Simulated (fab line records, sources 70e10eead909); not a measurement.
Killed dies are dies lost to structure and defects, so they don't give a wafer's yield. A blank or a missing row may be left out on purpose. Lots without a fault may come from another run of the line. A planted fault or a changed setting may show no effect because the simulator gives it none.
A struck lot beside a sound one | flow nand_harc | 14 steps out of a route of 1302
Sound: wafers L387.2, L387.3, L387.5. Struck: wafers L397.2, L397.4, L397.5. The cause comes at the end.
At each step with rows: each side's tool, then ch and its chambers, then its first start. Under that, the readings that differ: sound wafers | struck wafers | difference of the means | sigmas: that difference in standard deviations of wafers without a fault.
alike: readings whose means differ by less than 2 such deviations, and words and numbers that are the same on both sides. not compared: withheld readings, readings that some wafer has no value for, bounds like >300 that may hide the same value, and numbers for which the record gives no deviation and whose values overlap.
The two part at a step that has a row with sigmas, a row that says differs or no value, or rows on one side only. Numbers that don't overlap but have no deviation are shown without sigmas and don't part them. A reading that every wafer of one side lacks parts them only if that side has two wafers or more.

first, 4 steps without rows for these wafers: NHARC_P_GATE_EBR_07; NHARC_P_GATE_EXPOSE_08 (exposes mask P HV); NHARC_P_GATE_PEB_09 (peb time 85 s); NHARC_P_GATE_DEVELOP_10 (time 70 s).
NHARC_P_GATE_CD_MEAS_11: target cd 1640 nm.
  sound on cd_sem-01 ch 0, day 4 19:34; struck on cd_sem-03 ch 0, day 8 11:50
  alike: cd_nm
then, 1 step without rows for these wafers: NHARC_P_GATE_HARDBAKE_12 (time 80 s).
NHARC_P_GATE_DESCUM_13: chemistry O2, time 3 s.
  sound on rie_diel-11 ch 1,3, day 4 19:44; struck on rie_diel-11 ch 1,2,3, day 8 12:01
  alike: drypump_motor_current_A, o2_flow_sccm, oes_product_au, rf_vpp_V, showerhead_plenum_p_Torr, throttle_valve_pct
  not compared: rf_hours_counter_h
then, 5 steps without rows for these wafers: NHARC_P_GATE_ETCH_14 (etches SiO2 in dHF, target depth 48.8 nm); NHARC_P_GATE_STRIP_15 (strips in SPM, time 780 s); NHARC_P_GATE_PRECLEAN_71 (cleans in SC1); NHARC_P_GATE_SRD_72; NHARC_P_GATE_OXIDE_16 (material SiO2, target thk 3 nm, ox time 392 s).
NHARC_P_GATE_CVD_17: deposits poly-Si, target thk 150 nm, time 900 s.
  sound on lpcvd_poly-02 ch 0, day 5 05:56; struck on lpcvd_poly-03 ch 0, day 9 00:40
  alike: spike_tc_upper_C, zone_power_lower_pct
NHARC_P_GATE_HM_DEP_102: deposits aC, target thk 120 nm.
  sound on acl_dep-02 ch 0, day 5 08:41; struck on acl_dep-03 ch 0, day 9 05:02
  alike: throttle_valve_pct

WHERE THEY PART
Nowhere in this record.

WHY: what the simulator had put in
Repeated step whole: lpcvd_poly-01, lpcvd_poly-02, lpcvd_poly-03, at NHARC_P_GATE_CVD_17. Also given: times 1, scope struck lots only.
